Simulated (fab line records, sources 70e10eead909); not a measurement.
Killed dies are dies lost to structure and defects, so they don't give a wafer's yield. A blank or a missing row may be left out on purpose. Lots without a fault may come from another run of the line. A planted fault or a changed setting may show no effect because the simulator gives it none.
fab line records | flow nand_harc | part 1 of 2: steps 1 to 20 of 35
record lots=5 wafers=15 last_day=23
route steps=1159 shown A_M1@1036 A_BONDPAD@1059
lots that met no fault: from a run of the same line without faults
start_h: hours from the record's first day to the start of the lot's first wafer shown | wait_h: hours since the lot's step before | " the same as in the row above | L1.1+2: a row that stands for several wafers | - no value, or no start given | * or withheld: withheld | < > ~ a bound
route shown NAME@n: a module of which the file shows steps, and the number in the route of the first | usual: mean/standard deviation of fault-free wafers | same: alike in all rows | chamber/n: place in a boat | sites: the reading at each site | _std_site: their standard deviation | _edge_site: outer sites' mean less inner sites' | radius_mm: how far each site lies from the wafer's centre | mask NAME#n: copy n | behind: the tool/chamber that last shaped the wafer | hold: why the lot was held/for how many hours/how that ended | device: the transistor (n, p or np) that didn't switch | end of line: the same wafers' tests at the end of the route | a step without rows: its recipe alone | killed: dies lost to structure and defects at the first sort, not the wafer's yield | map: a wafer's dies, x killed, . not, _ none there
set.NAME: the setting as run; set.NAME@STEP: as run at that earlier step | model.NAME: the simulator's own value behind a step, which no gauge read
lots at some steps of the route; a table a step, a row a wafer
services: from which hour (start_h, from the record's first day; less than 0 if before it) a tool's chamber was out of use, for how many hours, and why
## steps
# step NHARC_A_M1_CD_MEAS_09
# recipe target_cd_nm=120 landing_energy_ev=500
# usual cd_nm=120.3/0.6
# columns lot.wafer tool chamber start_h wait_h cd_nm
L079.2 cd_sem-02 0 426.55 - 119.5
L079.5 " 0 " " 120.3
L079.6 " 0 " " 119.9
L083.2 cd_sem-01 0 457.49 - 120.2
L083.3 " 0 " " 120.0
L083.5 " 0 " " 119.5
L084.1 cd_sem-01 0 471.26 - 121.5
L084.3 " 0 " " 120.3
L084.5 " 0 " " 121.1
L086.2 cd_sem-02 0 486.91 - 120.1
L086.3 " 0 " " 119.5
L086.6 " 0 " " 119.9
L091.1 cd_sem-02 0 516.31 - 120.5
L091.4 " 0 " " 121.0
L091.5 " 0 " " 121.1
# step NHARC_A_M1_OVL_MEAS_10
# recipe pitch_nm=240
# usual overlay_x_nm=-0.1/0.89 overlay_y_nm=0.2/1
# columns lot.wafer tool chamber start_h wait_h overlay_x_nm overlay_y_nm
L079.2 overlay-02 - 426.64 - -0.1 1.1
L079.5 " - " " 0.2 1.5
L079.6 " - " " 0.6 1.6
L083.2 overlay-01 - 457.58 - -0.6 -1.0
L083.3 " - " " 0.2 -0.8
L083.5 " - " " 0.1 -0.8
L084.1 overlay-01 - 471.34 - 1.2 -0.7
L084.3 " - " " 1.4 -0.5
L084.5 " - " " 1.3 -0.9
L086.2 overlay-01 - 487.00 - 0.1 -0.9
L086.3 " - " " -0.2 -0.2
L086.6 " - " " 0.2 -0.4
L091.1 overlay-02 - 516.40 - 0.2 0.2
L091.4 " - " " 1.0 0.4
L091.5 " - " " 0.7 0.6
# step NHARC_A_M1_INSPECT_11
# usual raw_defect_count=33/16
# columns lot.wafer tool chamber start_h wait_h raw_defect_count
L079.2 defect_inspect-02 - 426.67 0.0 11
L079.5 " - " " 17
L079.6 " - " " 11
L083.2 defect_inspect-02 - 457.62 0.0 15
L083.3 " - " " 13
L083.5 " - " " 13
L084.1 defect_inspect-01 - 471.38 0.0 15
L084.3 " - " " 20
L084.5 " - " " 15
L086.2 defect_inspect-02 - 487.03 0.0 40
L086.3 " - " " 36
L086.6 " - " " 41
L091.1 defect_inspect-01 - 516.44 0.0 26
L091.4 " - " " 46
L091.5 " - " " 28
# step NHARC_A_M1_DESCUM_14
# recipe time_s=3 o2_flow_sccm=200 ar_flow_sccm=0 bias_power_w=0 chemistry=O2
# usual chamber_pressure_mTorr=60.00/0.054 drypump_motor_current_A=5.6/0.46 oes_product_au=1.000/0.0079 rf_vpp_V=57.8/0.9 showerhead_plenum_p_Torr=1.93/0.092 throttle_valve_pct=11.310/0.0098
# columns lot.wafer tool chamber start_h wait_h chamber_pressure_mTorr drypump_motor_current_A oes_product_au rf_hours_counter_h rf_vpp_V showerhead_plenum_p_Torr throttle_valve_pct
L079.2 rie_diel-07 0 426.73 0.1 59.96 5.7 0.997 0 57.0 1.94 11.321
L079.6 " 0 " " 59.95 5.7 0.990 - 56.5 1.94 11.313
L079.5 " 1 " " 60.04 4.9 0.993 - 57.0 1.94 11.287
L083.3 rie_diel-07 3 457.68 0.1 59.97 6.3 1.004 1 57.6 1.79 11.311
L083.2 " 0 " " 60.00 5.6 0.988 1 58.9 1.94 11.294
L083.5 " 3 " " 59.93 6.3 0.994 - 56.7 1.79 11.308
L084.1 rie_diel-10 2 471.44 0.1 60.02 5.3 0.998 2 59.1 2.04 11.308
L084.3 " 3 " " 60.05 5.9 1.012 2 58.5 1.94 11.300
L084.5 " 2 " " 60.10 5.3 1.005 - 57.7 2.04 11.304
L086.3 rie_diel-07 2 487.11 0.1 59.99 5.7 0.998 4 59.3 1.95 11.312
L086.2 " 3 " " 59.94 6.3 0.997 4 57.5 1.79 11.313
L086.6 " 0 " " 60.00 5.6 1.007 - 59.2 1.94 11.308
L091.4 rie_diel-12 1 516.50 0.1 60.02 6.3 1.004 11 58.4 2.04 11.300
L091.1 " 0 " " 59.96 6.5 0.992 12 59.5 2.05 11.317
L091.5 " 1 " " 59.97 6.2 1.000 - 58.2 2.04 11.328
# step NHARC_A_M1_ETCH_35
# recipe target_depth_a=400 overetch_a=120 time_s=43.94 ion_energy_ev=200 n2_flow_sccm=150 h2_flow_sccm=150 ar_flow_sccm=0 rf_w=400 bias_w=150 chemistry=N2/H2
# usual chamber_pressure_mTorr=30.001/0.029 drypump_motor_current_A=5.7/0.45 n2_flow_sccm=150.0/0.43 oes_product_au=0.998/0.0079 rf_vpp_V=431.0/2.9 showerhead_plenum_p_Torr=2.05/0.1 throttle_valve_pct=14.170/0.0093
# columns lot.wafer tool chamber start_h wait_h chamber_pressure_mTorr drypump_motor_current_A n2_flow_sccm oes_product_au rf_hours_counter_h rf_vpp_V showerhead_plenum_p_Torr throttle_valve_pct
L079.2 rie_diel-07 2 426.82 0.1 29.997 5.7 150.5 1.011 0 431.4 2.08 14.189
L079.5 " 2 " " 29.979 5.7 149.8 0.991 - 430.7 2.08 14.166
L079.6 " 3 " " 30.013 6.3 150.2 0.993 - 426.0 1.90 14.166
L083.2 rie_diel-07 3 457.77 0.1 29.942 6.3 149.4 0.992 1 427.2 1.90 14.165
L083.3 " 0 " " 29.943 5.7 149.5 0.993 2 430.8 2.07 14.193
L083.5 " 2 " " 29.976 5.8 149.3 0.987 - 431.0 2.08 14.173
L084.1 rie_diel-10 2 471.55 0.1 30.002 5.3 148.9 1.004 2 435.6 2.18 14.170
L084.3 " 3 " " 30.031 6.0 150.6 1.007 2 431.0 2.06 14.173
L084.5 " 3 " " 30.008 6.0 150.4 1.015 - 430.0 2.06 14.185
L086.3 rie_diel-07 3 487.18 0.1 30.030 6.3 150.4 1.003 4 426.4 1.90 14.183
L086.2 " 0 " " 30.014 5.7 150.1 0.998 4 432.8 2.07 14.176
L086.6 " 3 " " 29.968 6.3 149.8 1.000 - 427.5 1.90 14.169
L091.1 rie_diel-12 2 516.59 0.1 30.001 5.8 149.9 0.983 10 434.0 2.20 14.160
L091.4 " 0 " " 30.003 6.5 150.0 1.003 12 433.8 2.19 14.184
L091.5 " 2 " " 30.005 5.8 149.8 0.997 - 433.7 2.20 14.164
# step NHARC_A_M1_ETCH_15
# recipe target_depth_a=1825 time_s=91.2 c4f8_flow_sccm=withheld ar_flow_sccm=400 rf_w=600 bias_w=300 chemistry=C4F8/Ar
# usual chamber_pressure_mTorr=25.000/0.024 oes_product_au=0.954/0.022 rf_vpp_V=441.0/2.9
# columns lot.wafer tool chamber start_h wait_h chamber_pressure_mTorr oes_product_au rf_hours_counter_h rf_vpp_V
L079.2 rie_diel-07 2 - - 24.971 0.976 0 441.9
L079.5 " 1 " " 25.013 0.965 - 443.2
L079.6 " 2 " " 25.005 0.986 - 441.8
L083.3 rie_diel-07 3 - - 25.019 0.963 1 436.5
L083.2 " 1 " " 25.000 0.977 2 440.5
L083.5 " 2 " " 24.980 0.987 - 440.9
L084.1 rie_diel-10 2 - - 25.035 0.932 2 445.8
L084.3 " 1 " " 24.979 0.923 2 439.7
L084.5 " 3 " " 24.986 0.925 - 439.5
L086.3 rie_diel-07 0 - - 25.036 0.924 4 441.9
L086.2 " 2 " " 24.972 0.914 4 443.4
L086.6 " 0 " " 24.985 0.925 - 442.6
L091.1 rie_diel-12 2 - - 24.997 0.958 10 444.2
L091.4 " 1 " " 25.038 0.971 11 443.1
L091.5 " 2 " " 25.003 0.958 - 444.9
# step NHARC_A_M1_CD_MEAS_16
# usual cd_nm=120.3/0.9
# columns lot.wafer tool chamber start_h wait_h cd_nm
L079.2 cd_sem-01 - 427.04 - 119.0
L079.5 " - " " 119.8
L079.6 " - " " 119.7
L083.2 cd_sem-02 - 457.98 - 119.2
L083.3 " - " " 119.7
L083.5 " - " " 119.1
L084.1 cd_sem-01 - 471.79 - 121.7
L084.3 " - " " 120.9
L084.5 " - " " 122.4
L086.2 cd_sem-02 - 487.84 - 119.0
L086.3 " - " " 119.5
L086.6 " - " " 119.7
L091.1 cd_sem-02 - 516.80 - 120.7
L091.4 " - " " 120.6
L091.5 " - " " 121.1
# step NHARC_A_M1_STRIP_18
# recipe power_w=1000 n2_flow_sccm=150 h2_flow_sccm=150 ar_flow_sccm=0 bias_w=0 chemistry=N2/H2
# usual chamber_pressure_mTorr=30.00/0.03 drypump_motor_current_A=5.7/0.47 n2_flow_sccm=150.0/0.48 oes_product_au=0.999/0.008 rf_vpp_V=90.7/1 showerhead_plenum_p_Torr=2.06/0.1 throttle_valve_pct=14.172/0.0086
# columns lot.wafer tool chamber start_h wait_h chamber_pressure_mTorr drypump_motor_current_A n2_flow_sccm oes_product_au rf_hours_counter_h rf_vpp_V showerhead_plenum_p_Torr throttle_valve_pct
L079.2 rie_diel-12 2 427.11 0.1 29.99 5.8 149.9 0.995 3 91.1 2.20 14.169
L079.6 " 2 " " 29.98 5.8 150.2 1.000 - 91.2 2.20 14.166
L079.5 " 3 " " 29.98 5.0 150.9 1.000 - 88.4 1.94 14.173
L083.3 rie_diel-07 3 458.05 0.1 30.00 6.3 150.5 1.000 1 89.9 1.90 14.173
L083.2 " 0 " " 30.03 5.7 149.9 1.002 2 91.4 2.07 14.172
L083.5 " 3 " " 29.99 6.3 150.1 0.996 - 89.9 1.90 14.189
L084.3 rie_diel-07 1 471.87 0.1 30.02 4.9 150.0 1.012 2 89.7 2.06 14.173
L084.1 " 3 " " 30.00 6.3 149.5 0.994 3 89.8 1.90 14.173
L084.5 " 2 " " 30.00 5.7 150.6 1.002 - 89.2 2.08 14.179
L086.2 rie_diel-10 3 487.94 0.1 30.04 6.0 149.4 1.017 3 90.3 2.06 14.163
L086.3 " 0 " " 29.97 5.2 149.8 0.996 2 89.5 1.92 14.172
L086.6 " 3 " " 30.02 5.9 150.1 1.012 - 90.2 2.06 14.177
L091.1 rie_diel-12 1 516.88 0.1 30.01 6.2 150.0 1.004 11 91.1 2.18 14.191
L091.4 " 3 " " 29.96 5.0 149.8 0.988 11 91.5 1.93 14.182
L091.5 " 1 " " 30.02 6.2 149.1 1.010 - 90.2 2.18 14.166
# step NHARC_A_M1_ETCH_28
# recipe target_depth_a=300 over_etch_frac=0.3 time_s=72.99 ion_energy_ev=150 cf4_flow_sccm=50 n2_flow_sccm=100 ar_flow_sccm=150 rf_w=300 bias_w=100 chemistry=CF4/N2
# usual cf4_flow_sccm=50.01/0.15 chamber_pressure_mTorr=30.002/0.027 drypump_motor_current_A=5.7/0.47 n2_flow_sccm=100.0/0.31 oes_product_au=0.998/0.0079 rf_vpp_V=314.5/2.2 showerhead_plenum_p_Torr=2.65/0.13 throttle_valve_pct=19.795/0.0089
# columns lot.wafer tool chamber start_h wait_h cf4_flow_sccm chamber_pressure_mTorr drypump_motor_current_A n2_flow_sccm oes_product_au rf_hours_counter_h rf_vpp_V showerhead_plenum_p_Torr throttle_valve_pct
L079.2 rie_diel-12 1 - - 49.99 29.993 6.3 99.8 0.991 3 315.7 2.79 19.785
L079.5 " 0 " " 50.14 30.002 6.5 99.4 0.989 - 317.1 2.81 19.793
L079.6 " 1 " " 50.05 29.991 6.3 99.8 0.988 - 316.1 2.79 19.804
L083.3 rie_diel-07 1 - - 49.83 29.995 4.9 100.8 1.012 2 315.7 2.66 19.802
L083.2 " 0 " " 49.78 30.012 5.7 99.9 0.993 2 314.5 2.67 19.790
L083.5 " 2 " " 49.95 30.026 5.7 100.0 0.993 - 314.5 2.67 19.803
L084.1 rie_diel-07 2 - - 50.00 29.996 5.7 99.9 0.987 3 314.9 2.67 19.793
L084.3 " 0 " " 49.91 30.004 5.6 100.3 0.992 2 315.0 2.67 19.801
L084.5 " 2 " " 50.29 29.974 5.7 99.7 0.989 - 314.0 2.67 19.771
L086.3 rie_diel-10 0 - - 50.29 29.994 5.2 99.9 0.995 2 311.8 2.49 19.806
L086.2 " 3 " " 50.06 30.029 5.9 99.9 0.999 3 314.4 2.65 19.781
L086.6 " 1 " " 50.00 29.954 5.6 100.2 0.996 - 313.7 2.53 19.786
L091.1 rie_diel-12 2 - - 50.21 30.051 5.8 99.5 0.997 10 315.1 2.81 19.801
L091.4 " 0 " " 50.07 30.041 6.5 100.2 1.011 12 317.4 2.81 19.788
L091.5 " 2 " " 50.04 29.975 5.8 99.3 1.006 - 317.7 2.81 19.786
# step NHARC_A_M1_STRIP_19
# recipe time_s=600 temp_c=30 chemistry=post_etch_residue_remover
# columns lot.wafer tool chamber start_h wait_h
L079.2+5+6 wet_bench-08 0,1,2 427.50 -
L083.5+2+3 wet_bench-08 3,4,6 458.44 -
L084.1+5+3 wet_bench-08 6,7,0 472.24 -
L086.3+6+2 wet_bench-08 1,4,6 488.29 -
L091.5+1+4 wet_bench-08 6,1,2 517.25 -
# step NHARC_A_M1_DEGAS_29
# recipe temp_c=250 time_s=60
# usual heater_power_w=329/33
# columns lot.wafer tool chamber start_h wait_h heater_power_w
L079.2 pvd_sputter-02 - 427.76 - 316
L079.5 " - " " 269
L079.6 " - " " 311
L083.2 pvd_sputter-01 - 458.71 - 345
L083.3 " - " " 353
L083.5 " - " " 346
L084.1 pvd_sputter-03 - 472.52 - 343
L084.3 " - " " 335
L084.5 " - " " 353
L086.3 pvd_sputter-03 - 488.56 - 340
L086.2 " - " " 279
L086.6 " - " " 339
L091.1 pvd_sputter-02 - 517.51 - 264
L091.4 " - " " 312
L091.5 " - " " 261
# step NHARC_A_M1_PRE_CLEAN_30
# recipe time_s=30 temp_c=280 gas=H2/He
# usual heater_power_w=403/40
# columns lot.wafer tool chamber start_h wait_h heater_power_w
L079.2 pvd_sputter-02 - - - 439
L079.5 " - " " 335
L079.6 " - " " 386
L083.3 pvd_sputter-01 - - - 429
L083.2 " - " " 408
L083.5 " - " " 426
L084.1 pvd_sputter-03 - - - 330
L084.3 " - " " 427
L084.5 " - " " 395
L086.2 pvd_sputter-03 - - - 435
L086.3 " - " " 412
L086.6 " - " " 334
L091.4 pvd_sputter-02 - - - 387
L091.1 " - " " 380
L091.5 " - " " 392
# step NHARC_A_M1_PVD_20
# recipe target_thk_a=50 bias_v=168.6 power_w=15000 chamber_pressure_pa=0.12 time_s=8.06 substrate_temp_c=50 material=TaN
# usual bias_v=168.6/1.8 substrate_temp_c=49.99/0.12 throttle_valve_pct=30.1/0.83
# columns lot.wafer tool chamber start_h wait_h bias_v substrate_temp_c throttle_valve_pct
L079.2 pvd_sputter-02 - - - 169.5 49.99 30.3
L079.5 " - " " 170.2 49.96 29.9
L079.6 " - " " 168.1 49.94 30.4
L083.2 pvd_sputter-01 - - - 164.7 50.24 29.3
L083.3 " - " " 169.0 50.02 29.3
L083.5 " - " " 169.3 50.00 29.6
L084.3 pvd_sputter-03 - - - 170.1 50.10 30.4
L084.1 " - " " 169.0 49.95 30.9
L084.5 " - " " 172.7 50.06 30.0
L086.3 pvd_sputter-03 - - - 171.5 50.02 29.8
L086.2 " - " " 167.2 50.12 31.0
L086.6 " - " " 166.2 49.95 30.3
L091.4 pvd_sputter-02 - - - 169.6 50.15 30.0
L091.1 " - " " 168.9 50.02 30.5
L091.5 " - " " 169.2 50.10 30.6
# step NHARC_A_M1_PVD_21
# recipe target_thk_a=300 chamber_pressure_pa=5 power_w=5000 substrate_temp_c=30 time_s=20.49 material=Cu
# usual substrate_temp_c=30.01/0.13 throttle_valve_pct=30.2/0.84
# columns lot.wafer tool chamber start_h wait_h substrate_temp_c throttle_valve_pct
L079.2 pvd_sputter-02 - - - 29.86 29.1
L079.5 " - " " 30.01 30.3
L079.6 " - " " 29.94 30.0
L083.2 pvd_sputter-01 - - - 29.92 31.9
L083.3 " - " " 30.00 29.5
L083.5 " - " " 29.98 32.1
L084.1 pvd_sputter-03 - - - 30.08 31.1
L084.3 " - " " 29.88 31.2
L084.5 " - " " 30.14 30.3
L086.3 pvd_sputter-03 - - - 30.01 30.7
L086.2 " - " " 29.96 30.6
L086.6 " - " " 30.00 29.6
L091.4 pvd_sputter-02 - - - 30.20 28.7
L091.1 " - " " 30.02 30.4
L091.5 " - " " 30.02 28.8
# step NHARC_A_M1_ECD_22
# recipe target_thk_a=4000 bath_temp_c=25 material=Cu
# usual bath_temp_c=24.98/0.095
# columns lot.wafer tool chamber start_h wait_h bath_temp_c
L079.2 ecd_cu-01 1 428.11 - 25.05
L079.6 " 1 " " 24.93
L079.5 " 0 " " 25.19
L083.2 ecd_cu-01 1 459.11 - 24.94
L083.3 " 0 " " 24.99
L083.5 " 1 " " 24.87
L084.1 ecd_cu-02 1 472.93 - 25.18
L084.3 " 0 " " 25.02
L084.5 " 1 " " 24.99
L086.2 ecd_cu-02 0 488.92 - 24.97
L086.3 " 1 " " 24.82
L086.6 " 0 " " 25.14
L091.1 ecd_cu-01 1 517.88 - 24.80
L091.4 " 1 " " 25.08
L091.5 " 1 " " 24.99
# step NHARC_A_M1_ANNEAL_31
# recipe temp_c=225 time_s=90
# usual anneal_temp_c=224.98/0.16 wafer_temp_C_max=225.96/0.26
# columns lot.wafer tool chamber start_h wait_h anneal_temp_c wafer_temp_C_max
L079.2 rtp_anneal-02 0 428.54 - 225.00 225.83
L079.5 " 0 " " 224.49 225.57
L079.6 " 0 " " 224.99 225.89
L083.2 rtp_anneal-01 0 459.53 - 224.87 225.87
L083.3 " 0 " " 224.91 225.57
L083.5 " 0 " " 225.02 225.93
L084.1 rtp_anneal-01 0 473.28 0.3 224.93 225.88
L084.3 " 0 " " 225.09 226.12
L084.5 " 0 " " 224.90 226.53
L086.2 rtp_anneal-01 0 489.35 0.4 224.96 225.65
L086.3 " 0 " " 224.99 225.27
L086.6 " 0 " " 224.83 225.71
L091.1 rtp_anneal-01 0 518.26 0.3 224.82 226.12
L091.4 " 0 " " 225.00 226.17
L091.5 " 0 " " 224.86 226.03
# step NHARC_A_M1_CMP_23
# recipe t_overpolish_s=20 target_thk_nm=154.34
# usual motor_current_A=11.9/0.99 time_to_endpoint_s=29.7/2.3
# same t_overpolish_s=20
# columns lot.wafer tool chamber start_h wait_h motor_current_A time_to_endpoint_s
L079.2 cmp-04 1 428.89 - 11.4 32.0
L079.5 " 3 " " 12.1 29.7
L079.6 " 0 " " 10.8 28.3
L083.2 cmp-01 3 459.85 - 12.6 27.9
L083.3 " 0 " " 11.3 27.9
L083.5 " 3 " " 11.4 28.3
L084.1 cmp-01 0 473.66 - 11.8 28.1
L084.3 " 2 " " 10.7 25.8
L084.5 " 0 " " 11.8 28.9
L086.2 cmp-01 2 489.65 - 10.5 27.6
L086.3 " 1 " " 12.8 28.7
L086.6 " 3 " " 12.6 30.2
L091.1 cmp-01 3 518.64 - 11.8 29.5
L091.4 " 0 " " 12.0 31.4
L091.5 " 2 " " 11.3 29.9
# step NHARC_A_M1_THK_MEAS_24
# recipe thk_meas_gauge=xrf
# usual thk_nm=154.6/1.4
# columns lot.wafer tool chamber start_h wait_h thk_nm
L079.2 film_metro-02 - 429.15 - 155.8
L079.5 " - " " 158.2
L079.6 " - " " 155.7
L083.2 film_metro-01 - 460.14 - 155.8
L083.3 " - " " 153.2
L083.5 " - " " 154.3
L084.1 film_metro-02 - 473.95 - 154.7
L084.3 " - " " 154.7
L084.5 " - " " 154.4
L086.2 film_metro-01 - 489.96 - 155.7
L086.3 " - " " 154.8
L086.6 " - " " 157.0
L091.1 film_metro-02 - 518.93 - 154.0
L091.4 " - " " 156.2
L091.5 " - " " 155.3
# step NHARC_A_M1_SRD_25
# columns lot.wafer tool chamber start_h wait_h
L079.6+5+2 wet_bench-08 3,5,7 429.19 0.0
L083.2+5+3 wet_bench-10 0,3,4 460.18 0.0
L084.1+3+5 wet_bench-10 4,6,0 473.99 0.0
L086.2+6+3 wet_bench-10 1,3,5 490.00 0.0
L091.5+1+4 wet_bench-10 0,1,4 518.97 0.0
# step NHARC_A_M1_INSPECT_27
# usual raw_defect_count=468/130
# columns lot.wafer tool chamber start_h wait_h raw_defect_count
L079.2 defect_inspect-01 - 429.34 0.1 335
L079.5 " - " " 286
L079.6 " - " " 261
L083.2 defect_inspect-02 - 460.30 0.0 579
L083.3 " - " " 422
L083.5 " - " " 570
L084.1 defect_inspect-01 - 474.11 0.0 325
L084.3 " - " " 541
L084.5 " - " " 609
L086.2 defect_inspect-01 - 490.12 0.0 493
L086.3 " - " " 481
L086.6 " - " " 654
L091.1 defect_inspect-01 - 519.08 0.0 610
L091.4 " - " " 527
L091.5 " - " " 363
